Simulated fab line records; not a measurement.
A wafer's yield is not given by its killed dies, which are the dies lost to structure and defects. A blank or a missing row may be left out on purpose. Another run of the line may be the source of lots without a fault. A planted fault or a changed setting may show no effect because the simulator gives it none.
Chamber matching || flow nand harc || NHARC_A_CHANNEL_FILL_D2_CMP_10 on cmp-01 has 4 sister chambers
The step polishes, target thk 150 nm. 8 wafers are shown with their chamber, then 11 later ones without.

EACH WAFER AND ITS CHAMBER
{"wafer": "L080.3", "chamber": 1, "motor current A (A)": 11.7, "time to endpoint s (s)": 16.6}
{"wafer": "L081.6", "chamber": 2, "motor current A (A)": 11.2, "time to endpoint s (s)": 11.6}
{"wafer": "L084.1", "chamber": 0, "motor current A (A)": 13.2, "time to endpoint s (s)": 17.5}
{"wafer": "L084.4", "chamber": 1, "motor current A (A)": 11.7, "time to endpoint s (s)": 18.3}
{"wafer": "L089.1", "chamber": 3, "motor current A (A)": 13.7, "time to endpoint s (s)": 15.0}
{"wafer": "L089.2", "chamber": 0, "motor current A (A)": 13.7, "time to endpoint s (s)": 13.3}
{"wafer": "L089.5", "chamber": 3, "motor current A (A)": 13.4, "time to endpoint s (s)": 14.8}
{"wafer": "L088.1", "chamber": 2, "motor current A (A)": 11.2, "time to endpoint s (s)": 12.3}

WAFERS WITH NO CHAMBER GIVEN
{"wafer": "L088.2", "motor current A (A)": 12.8, "time to endpoint s (s)": 16.2}
{"wafer": "L088.3", "motor current A (A)": 11.7, "time to endpoint s (s)": 19.4}
{"wafer": "L090.2", "motor current A (A)": 10.7, "time to endpoint s (s)": 13.2}
{"wafer": "L090.5", "motor current A (A)": 13.4, "time to endpoint s (s)": 12.3}
{"wafer": "L090.6", "motor current A (A)": 13.1, "time to endpoint s (s)": 13.2}
{"wafer": "L093.2", "motor current A (A)": 10.7, "time to endpoint s (s)": 16.7}
{"wafer": "L093.3", "motor current A (A)": 10.4, "time to endpoint s (s)": 14.8}
{"wafer": "L093.5", "motor current A (A)": 12.9, "time to endpoint s (s)": 19.4}
{"wafer": "L097.3", "motor current A (A)": 13.3, "time to endpoint s (s)": 18.8}
{"wafer": "L097.4", "motor current A (A)": 13.3, "time to endpoint s (s)": 18.4}
{"wafer": "L097.6", "motor current A (A)": 11.4, "time to endpoint s (s)": 17.3}

CHAMBER TAKEN BY EACH
{"wafer": "L088.2", "from the rows above": "can't be placed: 0 or 3", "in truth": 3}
{"wafer": "L088.3", "from the rows above": 1, "in truth": 1}
{"wafer": "L090.2", "from the rows above": 2, "in truth": 2}
{"wafer": "L090.5", "from the rows above": "can't be placed: 3 or 0", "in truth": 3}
{"wafer": "L090.6", "from the rows above": "can't be placed: 0 or 3", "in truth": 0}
{"wafer": "L093.2", "from the rows above": "can't be placed: 2 or 1", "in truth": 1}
{"wafer": "L093.3", "from the rows above": 2, "in truth": 2}
{"wafer": "L093.5", "from the rows above": "can't be placed: 0 or 3", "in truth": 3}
{"wafer": "L097.3", "from the rows above": "can't be placed: 0 or 3", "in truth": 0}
{"wafer": "L097.4", "from the rows above": "can't be placed: 0 or 3", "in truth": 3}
{"wafer": "L097.6", "from the rows above": "can't be placed: 1 or 2", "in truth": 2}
3 of 11 placed correctly. From these rows, 8 cannot be placed; in 8 the true chamber is one of the candidates. Number placed wrongly: 0.
How it was worked out, from the rows above alone: a wafer's distance from a chamber is the root of the sum, over the readings, of the square of ((its reading less the chamber's mean) divided by the reading's scatter). The wafer belongs to the nearest chamber; if the next one is less than 2 further off, it can't be placed. The mean given for a chamber averages the wafers shown for that chamber. The scatter: the root of (the sum of the squares of (reading less its chamber's mean) over the shown wafers, divided by (wafers less chambers)).
